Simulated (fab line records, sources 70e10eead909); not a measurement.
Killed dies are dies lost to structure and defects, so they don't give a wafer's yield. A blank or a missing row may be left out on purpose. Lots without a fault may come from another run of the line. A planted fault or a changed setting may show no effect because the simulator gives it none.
Which tool did it? | flow nand_harc | 6 lots, 17 wafers sampled, at 1 step of a route of 1302

WHAT THE GAUGES READ, wafer by wafer
NHARC_A_SLIT_CD_MEAS_21.
lot  | measured     | on        | cd_nm (nm)
L612 | day 20 13:28 | cd_sem-03 | 287.1 288.5 289.5
L618 | day 22 14:07 | cd_sem-03 | 289.0 290.8 288.4
L619 | day 23 02:18 | cd_sem-02 | 290.3 290.2 291.7
L624 | day 25 15:49 | cd_sem-02 | 289.3 289.5 289.5
L628 | day 26 14:03 | cd_sem-02 | 289.1 289.0
L632 | day 29 04:02 | cd_sem-01 | 289.7 289.9 289.2

WHICH TOOL RAN EACH LOT (tool, then ch and the chambers of the sampled wafers, then the start)
The record holds no process step before these readings.

THE ANSWER, worked out from the rows above alone
Rule: what is usual is taken from the lots themselves. Put in order of their means at a reading, lots are off if they are a third of the lots or fewer, leave a main group of 4 or more, and stand apart from it by a gap of 3 or more times the standard deviation of the main group's means; of several such gaps the widest counts. A main group whose means are all the same, to the digits that the tables above print for the reading, isn't used. A lot without any number at a reading at which 4 lots or more have one is off too. The other lots that the step has rows for count as sound.
No lot is off at any reading shown: from this, nothing can be told.

WHAT THE SIMULATOR HAD PUT IN
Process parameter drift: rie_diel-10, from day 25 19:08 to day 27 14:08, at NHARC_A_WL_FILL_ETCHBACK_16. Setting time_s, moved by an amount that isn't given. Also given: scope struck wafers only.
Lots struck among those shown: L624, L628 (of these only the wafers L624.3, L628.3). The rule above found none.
